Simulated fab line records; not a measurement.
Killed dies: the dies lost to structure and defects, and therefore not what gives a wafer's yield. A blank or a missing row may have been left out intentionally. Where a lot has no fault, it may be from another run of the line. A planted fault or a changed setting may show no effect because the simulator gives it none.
fab line records | flow nand-harc
[record] lots = 24 wafers = 72 last-day = 33
route steps=1302 shown A_ZERO_WELL@404 A_SOURCE_PLATE@416 A_ONON_D1@433 A_CHANNEL_HOLE_D1@473
lots that met no fault: from a run of the same line without faults
start-h: hours from the record's opening day to when the first of the lot's shown wafers began | wait-h: hours from the lot's prior step to this one | " repeats the value in the row above | L1.1+2: several wafers, shown together as one row | - value missing, or start not given | * or withheld: withheld | < > ~ a bound
route shown NAME@n: a module of which the file shows steps, and the number in the route of the first | usual: the fault-free wafers' mean and standard deviation | same: alike in all rows | chamber/n: place in a boat | sites: the reading at each site | _std_site: standard deviation across them | _edge_site: mean of outer sites minus mean of inner sites | radius-mm: for every site, how far away it sits from the centre of the wafer | mask NAME#n: copy n | behind: the last tool/chamber to shape the wafer | hold: what put the lot on hold/how long, in hours/how the hold closed | device: transistor that didn't switch, given as n, p or np | end of line: tests run on the same wafers once the route is complete | a step without rows: its recipe alone | killed: not the wafer's yield, but the dies lost to structure and defects at the first sort | map: a wafer's dies, x killed, . not, _ none there
set.NAME: the setting that was run; set.NAME@STEP: the one run at that earlier step | model.NAME: the simulator's own value behind a step, which no gauge read
the route's steps for a sample of lots (tables are steps, rows are wafers)
services: when a tool's chamber went out of use (start-h, in hours from the record's first day, below 0 if earlier), for how many hours, and the reason
[[steps]]
[step NHARC_A_ZERO_WELL_ETCH_19]
[recipe] target-depth-a = 800 overetch-a = 240 time-s = 87.88 ion-energy-ev = 200 n2-flow-sccm = 150 h2-flow-sccm = 150 ar-flow-sccm = 0 rf-w = 400 bias-w = 150 chemistry = N2/H2
[usual] drypump-motor-current-A = 5.9/0.3 oes-product-au = 0.998/0.014 rf-vpp-V = 430.8/2.8 showerhead-plenum-p-Torr = 2.06/0.098 throttle-valve-pct = 14.172/0.008
// columns lot.wafer tool chamber start-h wait-h drypump-motor-current-A oes-product-au rf-hours-counter-h rf-vpp-V showerhead-plenum-p-Torr throttle-valve-pct
L075.4 rie-diel-05 2 143.76 0.1 6.0 1.028 13 427.1 1.96 14.185
L075.3 " 1 " " 6.0 0.991 14 432.7 2.09 14.174
L075.6 " 2 " " 6.1 1.033 - 427.5 1.96 14.162
L074.3 rie-diel-10 2 145.14 0.1 5.4 0.989 26 427.0 1.91 14.170
L074.4 " 3 " " 6.0 0.995 26 433.5 2.14 14.169
L074.5 " 1 " " 5.8 1.017 - 432.0 2.08 14.160
L076.2 rie-diel-09 3 158.22 0.1 6.6 0.980 0 430.1 1.98 14.170
L076.1 " 0 " " 5.5 0.986 0 426.9 1.91 14.172
L076.5 " 2 " " 5.8 0.990 - 433.8 2.14 14.166
L077.3 rie-diel-09 2 171.65 0.1 5.8 1.002 1 432.9 2.14 14.172
L077.4 " 3 " " 6.5 0.988 1 428.6 1.98 14.169
L077.2 " 1 " " 5.9 0.994 1 433.6 2.16 14.181
L078.3 rie-diel-09 1 180.97 0.1 5.8 0.996 1 433.6 2.16 14.184
L078.1 " 0 " " 5.5 0.992 1 427.8 1.91 14.181
L078.6 " 1 " " 5.8 0.998 - 432.2 2.16 14.183
L079.1 rie-diel-05 3 191.74 0.1 5.7 0.995 17 432.4 2.14 14.168
L079.4 " 0 " " 5.7 0.999 18 431.4 2.07 14.182
L079.3 " 2 " " 6.1 1.019 20 428.0 1.96 14.169
L080.1 rie-diel-10 0 204.37 0.1 5.5 1.019 41 426.0 1.87 14.187
L080.4 " 1 " " 5.8 1.019 41 430.4 2.08 14.173
L080.2 " 2 " " 5.4 1.016 44 426.5 1.90 14.160
L081.3 rie-diel-09 1 213.14 0.1 5.9 0.990 2 433.5 2.16 14.165
L081.2 " 3 " " 6.6 0.977 2 428.0 1.97 14.176
L081.6 " 2 " " 5.8 0.998 - 433.8 2.14 14.171
L082.2 rie-diel-09 0 222.89 0.1 5.5 0.987 2 427.8 1.91 14.180
L082.3 " 3 " " 6.6 0.982 2 431.0 1.98 14.184
L082.5 " 0 " " 5.5 0.999 - 426.9 1.91 14.167
L083.4 rie-diel-09 3 227.55 0.1 6.6 0.983 2 427.1 1.98 14.178
L083.3 " 0 " " 5.5 0.991 2 425.7 1.91 14.154
L083.6 " 2 " " 5.8 0.998 - 432.8 2.14 14.182
L084.3 rie-diel-09 3 236.68 0.1 6.5 0.972 2 429.0 1.97 14.174
L084.2 " 1 " " 5.9 0.987 2 433.7 2.16 14.183
L084.5 " 2 " " 5.8 0.993 - 433.3 2.14 14.174
L085.2 rie-diel-05 0 250.94 0.1 5.7 0.999 1 431.6 2.07 14.178
L085.5 " 3 " " 5.7 0.998 - 431.9 2.14 14.168
L085.6 " 0 " " 5.7 0.985 - 430.6 2.07 14.166
L086.1 rie-diel-05 3 262.26 0.1 5.7 1.016 2 432.9 2.14 14.164
L086.2 " 1 " " 6.0 1.001 3 433.5 2.09 14.172
L086.6 " 2 " " 6.1 1.030 - 429.0 1.95 14.180
L087.1 rie-diel-09 2 265.25 0.1 5.9 0.992 3 432.4 2.14 14.163
L087.4 " 0 " " 5.5 0.989 3 425.5 1.91 14.165
L087.5 " 3 " " 6.5 0.980 - 429.9 1.97 14.175
L088.2 rie-diel-09 0 288.73 0.1 5.5 1.003 4 427.6 1.90 14.163
L088.3 " 1 " " 5.8 0.993 3 434.5 2.16 14.168
L088.6 " 1 " " 5.8 0.992 - 434.6 2.16 14.177
L089.4 rie-diel-09 0 289.94 0.1 5.5 1.000 4 426.1 1.90 14.169
L089.6 " 1 " " 5.8 0.983 - 433.6 2.16 14.174
L089.5 " 2 " " 5.8 1.003 - 433.0 2.14 14.167
L090.1 rie-diel-05 3 305.17 0.1 5.7 1.007 9 432.6 2.14 14.165
L090.3 " 0 " " 5.7 0.996 10 432.2 2.07 14.183
L090.5 " 0 " " 5.7 0.996 - 432.2 2.07 14.167
L091.1 rie-diel-09 0 313.12 0.1 5.5 0.995 4 425.3 1.90 14.163
L091.5 " 1 " " 5.8 0.985 - 434.2 2.16 14.180
L091.6 " 2 " " 5.8 1.004 - 432.2 2.14 14.172
L092.2 rie-diel-09 0 318.63 0.1 5.5 0.985 4 425.5 1.90 14.161
L092.6 " 0 " " 5.5 0.986 - 425.9 1.90 14.173
L092.5 " 1 " " 5.8 0.982 - 433.6 2.16 14.166
L093.1 rie-diel-09 2 330.86 0.1 5.8 1.008 0 433.4 2.14 14.164
L093.2 " 0 " " 5.5 0.998 0 426.7 1.91 14.168
L093.5 " 3 " " 6.6 0.983 - 429.0 1.97 14.155
L094.2 rie-diel-09 3 346.49 0.1 6.5 0.980 1 427.2 1.97 14.176
L094.5 " 0 " " 5.5 0.993 - 427.2 1.90 14.158
L094.6 " 1 " " 5.8 0.991 - 434.3 2.16 14.178
L095.2 rie-diel-05 1 346.83 0.1 6.0 1.004 20 432.2 2.08 14.175
L095.4 " 3 " " 5.7 1.004 16 432.7 2.13 14.169
L095.1 " 0 " " 5.7 1.002 17 430.9 2.06 14.178
L096.4 rie-diel-05 0 355.70 0.1 5.7 1.002 19 431.4 2.06 14.187
L096.2 " 3 " " 5.7 1.000 18 431.6 2.13 14.174
L096.6 " 0 " " 5.7 1.000 - 430.3 2.06 14.184
L097.4 rie-diel-05 1 364.64 0.1 6.0 0.999 23 431.9 2.08 14.176
L097.3 " 3 " " 5.7 1.008 18 432.7 2.13 14.169
L097.5 " 1 " " 6.0 0.998 - 430.6 2.08 14.158
[step NHARC_A_ZERO_WELL_ETCH_13]
[recipe] target-depth-a = 1200 time-s = 40.1 hbr-flow-sccm = 150 cl2-flow-sccm = 50 rf-w = 400 icp-w = 400 bias-w = 100 chemistry = HBr/Cl2
[usual] drypump-motor-current-A = 5.6/0.31 he-backside-leak-sccm = 2.62/0.17 oes-product-au = 1.003/0.014 throttle-valve-pct = 26.406/0.01
// columns lot.wafer tool chamber start-h wait-h drypump-motor-current-A he-backside-leak-sccm oes-product-au rf-hours-counter-h throttle-valve-pct
L075.3 rie-si-04 2 143.89 - 5.7 2.61 1.026 0.93 26.422
L075.4 " 0 " " 5.5 2.77 1.016 0.75 26.418
L075.6 " 1 " " 5.2 2.64 0.999 - 26.407
L074.4 rie-si-04 2 145.24 - 5.7 2.68 1.019 0.98 26.418
L074.3 " 0 " " 5.5 2.82 1.009 0.77 26.417
L074.5 " 2 " " 5.7 2.57 1.020 - 26.407
L076.2 rie-si-04 3 158.32 - 5.2 2.73 0.984 0.94 26.407
L076.1 " 1 " " 5.2 2.59 0.985 0.98 26.407
L076.5 " 3 " " 5.2 2.70 0.980 - 26.420
L077.2 rie-si-02 0 171.77 - 5.3 2.72 1.011 0.46 26.419
L077.3 " 1 " " 5.9 2.49 0.987 0.38 26.414
L077.4 " 1 " " 6.0 2.44 0.998 - 26.407
L078.3 rie-si-03 0 181.11 - 5.4 2.46 0.988 0.89 26.414
L078.1 " 1 " " 5.6 2.60 1.003 0.80 26.390
L078.6 " 3 " " 6.3 2.67 0.996 - 26.409
L079.4 rie-si-02 1 191.87 - 5.9 2.38 1.004 0.62 26.424
L079.3 " 2 " " 5.9 2.32 1.015 0.42 26.420
L079.1 " 3 " " 5.7 2.45 1.029 0.59 26.414
L080.1 rie-si-04 3 204.49 - 5.1 2.76 1.000 0.11 26.410
L080.2 " 0 " " 5.5 2.88 1.016 0.11 26.397
L080.4 " 2 " " 5.7 2.80 1.011 0.11 26.409
L081.3 rie-si-02 1 213.27 - 6.0 2.35 0.981 0.74 26.400
L081.2 " 3 " " 5.7 2.72 1.020 0.74 26.397
L081.6 " 0 " " 5.3 2.79 1.017 - 26.402
L082.3 rie-si-02 3 223.01 - 5.7 2.49 1.033 0.78 26.401
L082.2 " 2 " " 5.9 2.40 1.011 0.57 26.415
L082.5 " 3 " " 5.7 2.52 1.022 - 26.416
L083.3 rie-si-04 0 227.67 - 5.5 2.73 0.989 0.34 26.402
L083.4 " 2 " " 5.7 2.53 1.012 0.39 26.389
L083.6 " 3 " " 5.1 2.64 0.988 - 26.394
L084.3 rie-si-04 1 236.81 - 5.2 2.68 0.974 0.34 26.411
L084.2 " 3 " " 5.2 2.50 0.983 0.46 26.411
L084.5 " 1 " " 5.2 2.56 0.979 - 26.429
L085.2 rie-si-02 3 251.06 - 5.6 2.75 1.017 0.91 26.399
L085.5 " 2 " " 5.9 2.35 1.001 - 26.419
L085.6 " 3 " " 5.7 2.53 1.017 - 26.410
L086.1 rie-si-04 0 262.38 - 5.5 2.87 1.002 0.57 26.430
L086.2 " 2 " " 5.7 2.66 1.000 0.60 26.415
L086.6 " 3 " " 5.2 2.59 1.006 - 26.416
L087.4 rie-si-02 1 265.37 - 6.0 2.47 1.009 1.05 26.398
L087.1 " 2 " " 5.9 2.46 1.007 0.82 26.406
L087.5 " 2 " " 5.9 2.44 1.012 - 26.400
L088.2 rie-si-03 1 288.88 - 5.6 2.61 0.984 0.46 26.398
L088.3 " 2 " " 5.7 2.69 1.018 0.40 26.399
L088.6 " 0 " " 5.4 2.39 1.000 - 26.416
L089.4 rie-si-04 2 290.08 - 5.7 2.58 1.011 0.78 26.406
L089.5 " 3 " " 5.2 2.62 1.016 - 26.392
L089.6 " 0 " " 5.6 2.66 1.004 - 26.393
L090.3 rie-si-04 3 305.31 - 5.2 2.75 1.013 0.93 26.398
L090.1 " 0 " " 5.6 2.70 0.991 0.89 26.406
L090.5 " 1 " " 5.2 2.66 0.989 - 26.397
L091.1 rie-si-03 2 313.24 - 5.7 2.99 1.019 0.52 26.399
L091.6 " 1 " " 5.6 2.43 0.996 - 26.407
L091.5 " 2 " " 5.7 2.94 1.027 - 26.411
L092.2 rie-si-02 2 318.75 - 5.9 2.42 1.001 0.27 26.425
L092.5 " 2 " " 5.9 2.47 0.995 - 26.399
L092.6 " 3 " " 5.7 2.41 1.025 - 26.406
L093.2 rie-si-03 3 331.01 - 6.3 2.58 0.978 0.54 26.391
L093.1 " 0 " " 5.4 2.60 1.009 0.56 26.403
L093.5 " 1 " " 5.6 2.63 0.995 - 26.397
L094.2 rie-si-02 2 346.63 - 5.9 2.40 0.991 0.46 26.402
L094.6 " 3 " " 5.7 2.65 1.015 - 26.405
L094.5 " 0 " " 5.3 2.43 0.999 - 26.401
L095.4 rie-si-03 1 346.96 - 5.6 2.72 1.005 0.88 26.412
L095.1 " 3 " " 6.2 2.71 0.987 0.69 26.407
L095.2 " 0 " " 5.3 2.36 0.997 0.71 26.400
L096.4 rie-si-04 2 355.82 - 5.7 2.65 1.009 0.00 26.383
L096.2 " 0 " " 5.5 2.81 1.003 0.00 26.418
L096.6 " 2 " " 5.7 2.57 1.016 - 26.393
L097.4 rie-si-04 1 364.75 - 5.2 2.57 1.006 0.05 26.412
L097.3 " 2 " " 5.7 2.64 1.015 0.07 26.401
L097.5 " 1 " " 5.2 2.57 1.009 - 26.392
[step NHARC_A_SOURCE_PLATE_THK_MEAS_09]
[recipe] thk-meas-gauge = ellipsometry
[usual] thk-nm = 9.8/1
// columns lot.wafer tool chamber start-h wait-h thk-nm
L075.3 film-metro-02 - 151.83 0.4 8.4
L075.4 " - " " 8.2
L075.6 " - " " 10.6
L074.3 film-metro-01 - 151.86 0.4 11.5
L074.4 " - " " 9.3
L074.5 " - " " 11.0
L076.1 film-metro-01 - 167.00 0.4 10.1
L076.2 " - " " 9.1
L076.5 " - " " 10.2
L077.2 film-metro-01 - 181.38 0.4 11.1
L077.3 " - " " 10.4
L077.4 " - " " 11.1
L078.1 film-metro-01 - 189.02 0.4 9.4
L078.3 " - " " 8.2
L078.6 " - " " 10.1
L079.1 film-metro-02 - 200.28 0.4 9.6
L079.3 " - " " 10.5
L079.4 " - " " 9.7
L080.1 film-metro-02 - 212.46 0.4 8.4
L080.2 " - " " 11.2
L080.4 " - " " 9.2
L081.2 film-metro-02 - 221.68 0.4 7.8
L081.3 " - " " 10.9
L081.6 " - " " 9.5
L082.2 film-metro-01 - 232.21 0.4 6.0
L082.3 " - " " 9.6
L082.5 " - " " 9.3
L083.3 film-metro-01 - 236.54 0.4 9.2
L083.4 " - " " 7.9
L083.6 " - " " 10.8
L084.2 film-metro-01 - 248.86 0.4 10.3
L084.3 " - " " 9.6
L084.5 " - " " 10.4
L085.2 film-metro-01 - 260.65 0.4 10.6
L085.5 " - " " 11.3
L085.6 " - " " 8.5
L086.1 film-metro-01 - 270.80 0.4 8.4
L086.2 " - " " 11.2
L086.6 " - " " 9.7
L087.1 film-metro-02 - 270.80 0.4 9.7
L087.4 " - " " 10.6
L087.5 " - " " 9.7
L088.2 film-metro-01 - 296.75 0.4 9.6
L088.3 " - " " 10.5
L088.6 " - " " 10.2
L089.4 film-metro-02 - 296.77 0.4 9.6
L089.5 " - " " 9.1
L089.6 " - " " 9.6
L090.1 film-metro-01 - 313.41 0.4 10.8
L090.3 " - " " 10.5
L090.5 " - " " 9.4
L091.1 film-metro-02 - 321.79 0.4 9.6
L091.5 " - " " 9.3
L091.6 " - " " 10.6
L092.2 film-metro-02 - 326.67 0.4 8.9
L092.5 " - " " 8.7
L092.6 " - " " 8.4
L093.1 film-metro-02 - 339.48 0.4 11.6
L093.2 " - " " 10.0
L093.5 " - " " 9.7
L095.1 film-metro-02 - 356.16 0.4 9.1
L095.2 " - " " 8.1
L095.4 " - " " 10.5
L094.2 film-metro-01 - 356.16 0.4 10.1
L094.5 " - " " 8.8
L094.6 " - " " 9.0
L096.2 film-metro-02 - 364.22 0.4 10.9
L096.4 " - " " 11.0
L096.6 " - " " 10.1
L097.3 film-metro-02 - 373.21 0.4 8.8
L097.4 " - " " 8.5
L097.5 " - " " 11.1
[step NHARC_A_ONON_D1_THK_MEAS_14]
[recipe] thk-meas-gauge = ellipsometry
[usual] thk-nm = 1002/8.8
// columns lot.wafer tool chamber start-h wait-h thk-nm
L075.3 film-metro-02 - 168.30 - 997
L075.4 " - " " 998
L075.6 " - " " 1000
L074.3 film-metro-01 - 168.56 - 993
L074.4 " - " " 990
L074.5 " - " " 990
L076.1 film-metro-01 - 182.89 - 991
L076.2 " - " " 990
L076.5 " - " " 990
L077.2 film-metro-02 - 196.74 - 1005
L077.3 " - " " 1005
L077.4 " - " " 1005
L078.1 film-metro-01 - 206.35 - 992
L078.3 " - " " 993
L078.6 " - " " 993
L079.1 film-metro-02 - 221.27 - 1014
L079.3 " - " " 1015
L079.4 " - " " 1014
L080.1 film-metro-02 - 228.47 - 1011
L080.2 " - " " 1012
L080.4 " - " " 1014
L081.2 film-metro-02 - 238.32 - 998
L081.3 " - " " 996
L081.6 " - " " 997
L082.2 film-metro-02 - 248.08 - 993
L082.3 " - " " 990
L082.5 " - " " 992
L083.3 film-metro-01 - 252.06 - 1008
L083.4 " - " " 1007
L083.6 " - " " 1008
L084.2 film-metro-02 - 265.52 - 998
L084.3 " - " " 998
L084.5 " - " " 998
L085.2 film-metro-01 - 276.08 - 1010
L085.5 " - " " 1008
L085.6 " - " " 1010
L086.1 film-metro-02 - 286.60 - 998
L086.2 " - " " 998
L086.6 " - " " 998
L087.1 film-metro-01 - 286.61 - 1014
L087.4 " - " " 1015
L087.5 " - " " 1015
L088.2 film-metro-01 - 312.56 - 1006
L088.3 " - " " 1008
L088.6 " - " " 1007
L089.4 film-metro-01 - 312.63 - 991
L089.5 " - " " 990
L089.6 " - " " 991
L090.1 film-metro-01 - 333.12 - 989
L090.3 " - " " 991
L090.5 " - " " 990
L091.1 film-metro-01 - 337.64 - 1009
L091.5 " - " " 1008
L091.6 " - " " 1008
L092.2 film-metro-02 - 343.77 - 1003
L092.5 " - " " 1004
L092.6 " - " " 1005
L093.1 film-metro-02 - 355.46 - 1008
L093.2 " - " " 1008
L093.5 " - " " 1008
L095.1 film-metro-01 - 371.65 - 990
L095.2 " - " " 990
L095.4 " - " " 990
L094.2 film-metro-02 - 371.68 - 1006
L094.5 " - " " 1009
L094.6 " - " " 1007
L096.2 film-metro-01 - 382.26 - 1009
L096.4 " - " " 1009
L096.6 " - " " 1011
L097.3 film-metro-01 - 389.27 - 1017
L097.4 " - " " 1018
L097.5 " - " " 1019
[step NHARC_A_CHANNEL_HOLE_D1_ETCH_21]
[recipe] bias-v = 3000 source-w = withheld pressure-mtorr = 20 time-s = 514.3 ar-flow-sccm = 375 c4f8-flow-sccm = 89.3 o2-flow-sccm = 35.7 temp-c = -20 target-depth-a = 16000 chemistry = C4F8/O2/Ar
[usual] drypump-motor-current-A = 5.6/0.46 he-backside-leak-sccm = 6.1/0.42 showerhead-plenum-p-Torr = 3.64/0.12 throttle-valve-pct = 32.156/0.01
// columns lot.wafer tool chamber start-h wait-h drypump-motor-current-A he-backside-leak-sccm rf-hours-counter-h showerhead-plenum-p-Torr throttle-valve-pct
L074.3 har-etch-01 0 187.04 0.3 5.3 5.8 - 3.74 32.167
L074.4 " 1 " " 6.2 6.4 - 3.66 32.147
L074.5 " 1 " " 6.3 6.4 - 3.66 32.150
L075.4 har-etch-02 0 188.19 0.3 5.1 6.1 - 3.76 32.172
L075.3 " 1 " " 5.4 6.0 - 3.45 32.170
L075.6 " 1 " " 5.4 6.2 - 3.45 32.153
L076.2 har-etch-02 1 204.37 0.3 5.4 6.4 312 3.45 32.159
L076.1 " 0 " " 5.1 6.7 312 3.76 32.152
L076.5 " 1 " " 5.5 6.1 - 3.45 32.142
L077.2 har-etch-02 0 212.75 0.3 5.1 6.3 319 3.75 32.178
L077.3 " 1 " " 5.4 6.2 - 3.45 32.161
L077.4 " 0 " " 5.1 6.4 - 3.75 32.156
L078.1 har-etch-01 0 222.13 0.3 5.3 5.8 103 3.73 32.136
L078.3 " 1 " " 6.3 5.7 - 3.65 32.169
L078.6 " 0 " " 5.3 6.0 - 3.73 32.160
L079.1 har-etch-01 0 240.07 0.3 5.4 5.8 114 3.72 32.173
L079.3 " 0 " " 5.4 5.8 - 3.72 32.158
L079.4 " 1 " " 6.3 5.9 - 3.64 32.155
L080.2 har-etch-01 1 245.85 0.3 6.3 5.7 118 3.64 32.144
L080.1 " 0 " " 5.3 5.9 118 3.72 32.154
L080.4 " 1 " " 6.3 6.0 - 3.64 32.161
L081.2 har-etch-02 1 253.51 0.3 5.4 6.0 338 3.44 32.159
L081.3 " 1 " " 5.5 6.2 - 3.44 32.158
L081.6 " 0 " " 5.1 6.0 - 3.74 32.146
L083.3 har-etch-02 1 269.40 0.3 5.4 6.1 - 3.43 32.145
L083.4 " 0 " " 5.1 6.6 - 3.74 32.162
L083.6 " 1 " " 5.4 6.2 - 3.43 32.155
L082.2 har-etch-01 0 271.42 0.3 5.3 5.7 133 3.71 32.141
L082.3 " 0 " " 5.3 5.5 - 3.71 32.151
L082.5 " 0 " " 5.4 5.4 - 3.71 32.167
L084.2 har-etch-01 0 282.85 0.3 5.4 5.9 141 3.71 32.166
L084.3 " 0 " " 5.3 6.1 - 3.71 32.149
L084.5 " 0 " " 5.3 6.0 - 3.71 32.150
L085.2 har-etch-01 0 292.15 0.3 5.3 5.8 145 3.70 32.159
L085.6 " 1 " " 6.3 6.4 - 3.62 32.149
L085.5 " 0 " " 5.3 5.9 - 3.70 32.165
L087.1 har-etch-02 1 306.32 0.3 5.4 6.2 372 3.42 32.178
L087.4 " 0 " " 5.1 6.4 - 3.72 32.159
L087.5 " 0 " " 5.0 6.5 - 3.72 32.145
L086.1 har-etch-01 0 306.89 0.3 5.3 5.6 156 3.70 32.164
L086.2 " 1 " " 6.3 6.4 156 3.62 32.156
L086.6 " 1 " " 6.3 6.2 - 3.62 32.148
L089.4 har-etch-02 1 327.71 0.3 5.4 6.9 - 3.41 32.153
L089.5 " 1 " " 5.4 6.7 - 3.41 32.160
L089.6 " 0 " " 5.1 6.1 - 3.72 32.143
L088.2 har-etch-01 1 328.04 0.3 6.3 6.1 164 3.61 32.162
L088.3 " 1 " " 6.3 5.9 - 3.61 32.150
L088.6 " 1 " " 6.3 6.7 - 3.61 32.146
L090.1 har-etch-02 1 348.20 0.3 5.4 6.6 391 3.41 32.151
L090.3 " 1 " " 5.4 6.7 - 3.41 32.149
L090.5 " 1 " " 5.5 6.5 - 3.41 32.152
L091.1 har-etch-02 1 353.55 0.3 5.4 6.7 395 3.41 32.146
L091.6 " 0 " " 5.1 6.5 - 3.71 32.152
L091.5 " 1 " " 5.4 6.4 - 3.41 32.171
L092.2 har-etch-01 0 365.95 0.3 5.4 6.0 187 3.68 32.170
L092.5 " 1 " " 6.3 6.4 - 3.60 32.171
L092.6 " 0 " " 5.4 6.0 - 3.68 32.170
L093.1 har-etch-01 0 370.65 0.3 5.4 6.1 191 3.68 32.149
L093.2 " 1 " " 6.3 6.8 191 3.60 32.162
L093.5 " 1 " " 6.3 6.3 - 3.60 32.162
L095.1 har-etch-02 1 396.64 0.3 5.4 5.4 0 3.93 32.168
L095.2 " 0 " " 5.1 5.3 0 3.70 32.172
L095.4 " 0 " " 5.1 5.4 - 3.70 32.140
L094.2 har-etch-01 0 397.56 0.3 5.3 6.2 210 3.67 32.167
L094.6 " 1 " " 6.3 6.2 - 3.59 32.144
L094.5 " 0 " " 5.3 6.3 - 3.67 32.158
L096.2 har-etch-02 1 405.06 0.3 5.4 5.3 8 3.93 32.151
L096.4 " 1 " " 5.5 5.2 - 3.93 32.156
L096.6 " 0 " " 5.0 5.2 - 3.70 32.162
L097.4 har-etch-01 0 405.65 0.3 5.3 6.3 - 3.66 32.181
L097.3 " 1 " " 6.3 6.7 - 3.59 32.149
L097.5 " 1 " " 6.3 6.6 - 3.59 32.151
[step NHARC_A_CHANNEL_HOLE_D1_STRIP_27]
[recipe] o2-flow-sccm = 500 ar-flow-sccm = 0 bias-w = 0 chemistry = O2
[usual] drypump-motor-current-A = 6.0/0.45 oes-product-au = 1.000/0.012 rf-vpp-V = 57.9/0.93 showerhead-plenum-p-Torr = 3.54/0.17 throttle-valve-pct = 17.035/0.0082
// columns lot.wafer tool chamber start-h wait-h drypump-motor-current-A oes-product-au rf-hours-counter-h rf-vpp-V showerhead-plenum-p-Torr throttle-valve-pct
L074.3 rie-diel-11 3 - - 5.7 0.985 7 56.4 3.76 17.034
L074.4 " 2 " " 6.4 1.010 8 58.7 3.59 17.020
L074.5 " 0 " " 6.6 0.983 - 57.4 3.41 17.042
L075.4 rie-diel-02 2 - - 6.1 1.015 51 57.4 3.37 17.024
L075.3 " 0 " " 6.1 1.017 50 59.1 3.47 17.037
L075.6 " 2 " " 6.1 1.008 - 57.6 3.37 17.044
L076.1 rie-diel-11 1 - - 5.8 0.984 9 57.0 3.32 17.047
L076.2 " 3 " " 5.7 0.978 8 59.0 3.76 17.046
L076.5 " 1 " " 5.8 0.982 - 58.0 3.32 17.052
L077.2 rie-diel-11 2 - - 6.4 1.007 10 58.7 3.59 17.030
L077.4 " 3 " " 5.7 0.994 9 58.6 3.76 17.041
L077.3 " 0 " " 6.6 0.982 10 58.3 3.40 17.040
L078.1 rie-diel-02 2 - - 6.1 1.012 0 57.6 3.37 17.045
L078.3 " 1 " " 6.3 1.005 0 57.1 3.57 17.032
L078.6 " 3 " " 5.5 1.013 - 58.2 3.81 17.035
L079.1 rie-diel-11 1 - - 5.8 0.986 12 56.6 3.32 17.043
L079.4 " 2 " " 6.4 1.000 12 58.4 3.59 17.034
L079.3 " 3 " " 5.6 0.994 11 59.1 3.76 17.038
L080.4 rie-diel-11 0 - - 6.6 0.988 12 57.5 3.40 17.032
L080.2 " 2 " " 6.4 1.004 12 58.8 3.59 17.039
L080.1 " 3 " " 5.7 0.997 12 58.9 3.76 17.030
L081.2 rie-diel-01 0 - - 4.7 1.000 16 58.7 3.56 17.036
L081.3 " 3 " " 5.7 1.014 18 58.9 3.77 17.034
L081.6 " 0 " " 4.7 1.010 - 57.9 3.56 17.031
L083.3 rie-diel-11 0 - - 6.6 0.978 1 57.1 3.40 17.030
L083.4 " 1 " " 5.8 1.003 1 57.7 3.32 17.041
L083.6 " 2 " " 6.4 0.996 - 57.5 3.58 17.033
L082.3 rie-diel-11 1 - - 5.8 0.995 2 56.4 3.32 17.028
L082.2 " 2 " " 6.4 0.996 2 58.3 3.58 17.045
L082.5 " 3 " " 5.7 1.004 - 58.9 3.76 17.034
L084.2 rie-diel-11 3 - - 5.7 1.013 3 59.3 3.76 17.028
L084.3 " 0 " " 6.6 0.978 2 57.6 3.40 17.037
L084.5 " 1 " " 5.8 0.992 - 57.0 3.32 17.018
L085.2 rie-diel-11 2 - - 6.4 0.996 4 56.3 3.58 17.040
L085.6 " 3 " " 5.7 1.015 - 59.5 3.76 17.028
L085.5 " 0 " " 6.6 0.972 - 56.7 3.40 17.024
L087.4 rie-diel-11 0 - - 6.6 0.990 5 57.0 3.40 17.024
L087.1 " 1 " " 5.8 1.003 5 57.3 3.32 17.042
L087.5 " 0 " " 6.6 0.985 - 58.6 3.40 17.035
L086.1 rie-diel-02 3 - - 5.5 0.992 28 59.5 3.79 17.035
L086.2 " 0 " " 6.2 0.999 30 57.3 3.45 17.026
L086.6 " 2 " " 6.2 1.009 - 58.2 3.35 17.035
L089.4 rie-diel-11 0 - - 6.6 0.992 7 56.2 3.40 17.026
L089.5 " 0 " " 6.6 0.996 - 58.5 3.40 17.044
L089.6 " 1 " " 5.8 1.010 - 56.4 3.32 17.033
L088.3 rie-diel-02 3 - - 5.5 0.991 34 58.7 3.79 17.030
L088.2 " 0 " " 6.1 0.996 37 58.1 3.45 17.043
L088.6 " 1 " " 6.3 0.989 - 57.4 3.55 17.047
L090.3 rie-diel-01 2 - - 5.9 0.999 52 57.9 3.78 17.047
L090.1 " 0 " " 4.7 0.998 48 57.1 3.54 17.032
L090.5 " 1 " " 6.1 1.018 - 56.7 3.48 17.043
L091.1 rie-diel-11 3 - - 5.7 1.020 8 59.0 3.76 17.035
L091.6 " 1 " " 5.8 1.014 - 57.4 3.32 17.047
L091.5 " 0 " " 6.6 0.995 - 57.5 3.40 17.040
L092.2 rie-diel-01 1 - - 6.1 1.023 53 58.5 3.48 17.037
L092.5 " 2 " " 5.8 0.988 - 59.3 3.78 17.034
L092.6 " 3 " " 5.7 1.002 - 57.7 3.76 17.044
L093.2 rie-diel-11 3 - - 5.6 0.993 9 58.5 3.75 17.030
L093.1 " 1 " " 5.8 0.995 11 56.5 3.31 17.036
L093.5 " 2 " " 6.4 1.000 - 58.8 3.58 17.039
L095.2 rie-diel-11 0 - - 6.6 0.991 12 58.4 3.40 17.031
L095.1 " 2 " " 6.4 0.998 14 58.9 3.58 17.029
L095.4 " 3 " " 5.7 1.010 12 57.2 3.75 17.041
L094.2 rie-diel-01 2 - - 5.9 0.998 4 56.7 3.77 17.047
L094.6 " 2 " " 5.9 0.998 - 58.1 3.77 17.036
L094.5 " 3 " " 5.6 1.009 - 58.0 3.75 17.033
L096.4 rie-diel-11 0 - - 6.6 0.993 12 58.6 3.40 17.031
L096.2 " 1 " " 5.8 1.005 14 56.5 3.31 17.025
L096.6 " 3 " " 5.7 1.003 - 57.4 3.75 17.037
L097.4 rie-diel-01 2 - - 5.9 1.002 7 59.5 3.77 17.042
L097.3 " 0 " " 4.7 1.013 8 57.0 3.53 17.043
L097.5 " 3 " " 5.6 1.008 - 58.5 3.75 17.014
[[services]]
// columns tool chamber start-h hours kind
rie-diel-11 - 130.17 10.4 repair
rie-diel-09 - 143.10 9.0 pm
rie-diel-05 1 147.59 4.8 repair
rie-si-04 - 165.00 9.0 pm
rie-si-02 2 168.68 3.7 repair
rie-si-02 0 177.10 7.2 repair
rie-diel-09 - 191.15 8.7 repair
rie-diel-11 1 204.80 1.7 repair
rie-diel-05 1 221.90 2.4 repair
rie-diel-05 - 229.60 9.0 pm
rie-diel-11 2 232.07 3.9 repair
rie-si-04 3 248.64 7.7 repair
rie-diel-11 - 255.50 9.0 pm
rie-diel-11 3 297.73 8.3 repair
rie-diel-09 - 320.10 9.0 pm
rie-si-04 - 342.00 9.0 pm
rie-diel-11 2 353.76 6.2 repair
rie-diel-09 1 361.52 6.2 repair
har-etch-02 - 379.22 17.0 pm
rie-diel-11 0 381.66 5.1 repair
rie-si-04 2 387.64 7.4 repair
rie-diel-09 - 388.59 1.5 repair
rie-si-04 3 388.68 3.0 repair
rie-diel-11 - 397.67 0.7 repair
[[key]]
fault none
